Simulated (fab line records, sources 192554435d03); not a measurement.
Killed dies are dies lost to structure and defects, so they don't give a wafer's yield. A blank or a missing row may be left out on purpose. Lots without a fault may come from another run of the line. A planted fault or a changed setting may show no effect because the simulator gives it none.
Which tool did it? | flow n5_finfet | 10 lots, 28 wafers sampled, at 3 steps of a route of 1938

WHAT THE GAUGES READ, wafer by wafer
N5_BEOL_M7_THK_MEAS_01.
lot  | measured     | on            | M7_ILD_THK (nm)
L902 | day 9 12:44  | film_metro-02 | 154.2 156.2 156.3
L904 | day 9 17:19  | film_metro-01 | 153.8 154.3 157.0
L909 | day 10 19:26 | film_metro-02 | 221.6 153.5
L912 | day 11 22:57 | film_metro-02 | 155.3 222.8
L913 | day 12 00:50 | film_metro-01 | 155.1 155.9 159.5
L916 | day 13 01:53 | film_metro-01 | 154.4 155.4 153.3
L917 | day 13 05:33 | film_metro-02 | 156.6 159.8 156.4
L921 | day 14 06:33 | film_metro-01 | 157.2 156.2 157.2
L922 | day 14 09:10 | film_metro-01 | 152.5 157.8 158.1
L923 | day 14 10:16 | film_metro-01 | 153.9 157.9 155.9

WHICH TOOL RAN EACH LOT (tool, then ch and the chambers of the sampled wafers, then the start)
lot  | N5_BEOL_M6_DEP_56               | N5_BEOL_M7_ILD_DEP_00
L902 | pecvd-02 ch 0,1,2, day 9 12:02  | pecvd-03 ch 1,2, day 9 12:10
L904 | pecvd-02 ch 1,2, day 9 16:37    | pecvd-04 ch 0,2, day 9 16:44
L909 | pecvd-02 ch 1,2, day 10 18:19   | pecvd-04 ch 2, day 10 18:28
L912 | pecvd-02 ch 1,2, day 11 20:47   | pecvd-04 ch 0,1, day 11 20:55
L913 | pecvd-02 ch 0,1, day 11 23:54   | pecvd-03 ch 0,2, day 12 00:02
L916 | pecvd-01 ch 0,2, day 13 01:08   | pecvd-02 ch 0,1, day 13 01:16
L917 | pecvd-02 ch 0,1,2, day 13 04:23 | pecvd-03 ch 0,1,2, day 13 04:31
L921 | pecvd-01 ch 0,2, day 14 05:07   | pecvd-03 ch 1,2, day 14 05:14
L922 | pecvd-02 ch 0,1, day 14 07:58   | pecvd-03 ch 0,1, day 14 08:06
L923 | pecvd-02 ch 0,2, day 14 09:34   | pecvd-03 ch 0,1, day 14 09:41
- N5_BEOL_M6_DEP_56: deposits SiCN from 3MS/NH3, target thk 10 nm, time 17.5 s.
- N5_BEOL_M7_ILD_DEP_00: deposits SiCOH lowk from DEMS/porogen, target thk 179.75 nm, time 33.4 s.

THE ANSWER, worked out from the rows above alone
Rule: what is usual is taken from the lots themselves. Put in order of their means at a reading, lots are off if they are a third of the lots or fewer, leave a main group of 4 or more, and stand apart from it by a gap of 3 or more times the standard deviation of the main group's means; of several such gaps the widest counts. A main group whose means are all the same, to the digits that the tables above print for the reading, isn't used. A lot without any number at a reading at which 4 lots or more have one is off too. The other lots that the step has rows for count as sound.
Off: L909, L912, at N5_BEOL_M7_THK_MEAS_01 (M7_ILD_THK). The main group: mean 156.0 nm, standard deviation 0.99.
A tool fits if, at a process step before that reading, it ran every lot that is off, and no sound lot after the first of them. The gauges at N5_BEOL_M7_THK_MEAS_01 are tried like those tools. One fits: pecvd-04 at N5_BEOL_M7_ILD_DEP_00. Its last sound lot is L904 (day 9 16:44), its first lot that is off L909 (day 10 18:28): a fault that began between those two fits.

WHAT THE SIMULATOR HAD PUT IN
Process parameter drift: pecvd-04, from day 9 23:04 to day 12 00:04, at N5_BEOL_M7_ILD_DEP_00. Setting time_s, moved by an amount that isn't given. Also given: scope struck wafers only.
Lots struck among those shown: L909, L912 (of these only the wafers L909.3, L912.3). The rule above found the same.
